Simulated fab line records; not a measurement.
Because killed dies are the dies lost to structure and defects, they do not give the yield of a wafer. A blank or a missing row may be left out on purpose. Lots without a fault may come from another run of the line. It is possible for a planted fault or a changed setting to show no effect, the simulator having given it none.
A single fault, viewed from 2 desks || flow nand harc || only its own numbers are on each desk; what lay behind them is given at the end

AT THE METROLOGY DESK
Means of the sampled wafers that have a number, per lot and without regard to the tool the lot ran on: this is what the gauges read. Any lot whose mean is over 4 standard deviations away from the usual mean is out of limits and marked OUT; that distance is given in the brackets.
Columns: A = cd nm at NHARC_A_CHANNEL_HOLE_D1_CD_MEAS_30, usual 90.4 nm
{"lot": "L368", "first seen here": "day 8 11:37", "A": 91.0}
{"lot": "L372", "first seen here": "day 9 07:48", "A": 90.9}
{"lot": "L370", "first seen here": "day 9 07:55", "A": 89.7}
{"lot": "L369", "first seen here": "day 9 11:57", "A": 91.3}
{"lot": "L371", "first seen here": "day 9 17:04", "A": 88.1}
{"lot": "L374", "first seen here": "day 10 06:52", "A": 90.6}
{"lot": "L377", "first seen here": "day 11 03:14", "A": 90.5}
{"lot": "L381", "first seen here": "day 12 09:07", "A": 90.2}
{"lot": "L378", "first seen here": "day 12 09:25", "A": 91.0}
{"lot": "L383", "first seen here": "day 12 22:28", "A": 90.1}
{"lot": "L387", "first seen here": "day 13 06:45", "A": 88.8}
{"lot": "L386", "first seen here": "day 13 07:40", "A": 90.7}
{"lot": "L390", "first seen here": "day 14 11:23", "A": 90.3}
Result from this desk: across the 13 lots, nothing is out of limits.

DESK OF THE TOOL OWNER: lpcvd poly-01
The tool's own readings at NHARC_A_CHANNEL_FILL_D1_CVD_05 (deposits poly-Si, target thk 5 nm): means of the sampled wafers that have a number, for each lot that ran on this tool. Any lot whose mean is over 4 standard deviations away from the usual mean is out of limits and marked OUT; that distance is given in the brackets.
Columns: A = spike tc bottom C at NHARC_A_CHANNEL_FILL_D1_CVD_05, usual 570.4 C; B = spike tc centre C at NHARC_A_CHANNEL_FILL_D1_CVD_05, usual 551.2 C; C = spike tc lower C at NHARC_A_CHANNEL_FILL_D1_CVD_05, usual 550.3 C
{"lot": "L369", "first seen here": "day 10 16:48", "A": 570.2, "B": 550.9, "C": 550.2}
{"lot": "L374", "first seen here": "day 11 12:52", "A": 568.8, "B": 550.5, "C": 550.7}
{"lot": "L383", "first seen here": "day 14 01:07", "A": 570.2, "B": 549.8, "C": 551.5}
{"lot": "L386", "first seen here": "day 14 09:54", "A": 569.8, "B": 550.0, "C": 550.6}
{"lot": "L387", "first seen here": "day 14 09:54", "A": 569.5, "B": 551.0, "C": 550.8}
{"lot": "L390", "first seen here": "day 15 14:39", "A": 570.0, "B": 551.3, "C": 551.2}
Result from this desk: across the 6 lots, nothing is out of limits.

PUT TOGETHER
From the metrology desk's view, nothing was out of limits.
Nothing out of limits was seen by the tool owner's desk.

WHAT THE SIMULATOR HAD PUT IN
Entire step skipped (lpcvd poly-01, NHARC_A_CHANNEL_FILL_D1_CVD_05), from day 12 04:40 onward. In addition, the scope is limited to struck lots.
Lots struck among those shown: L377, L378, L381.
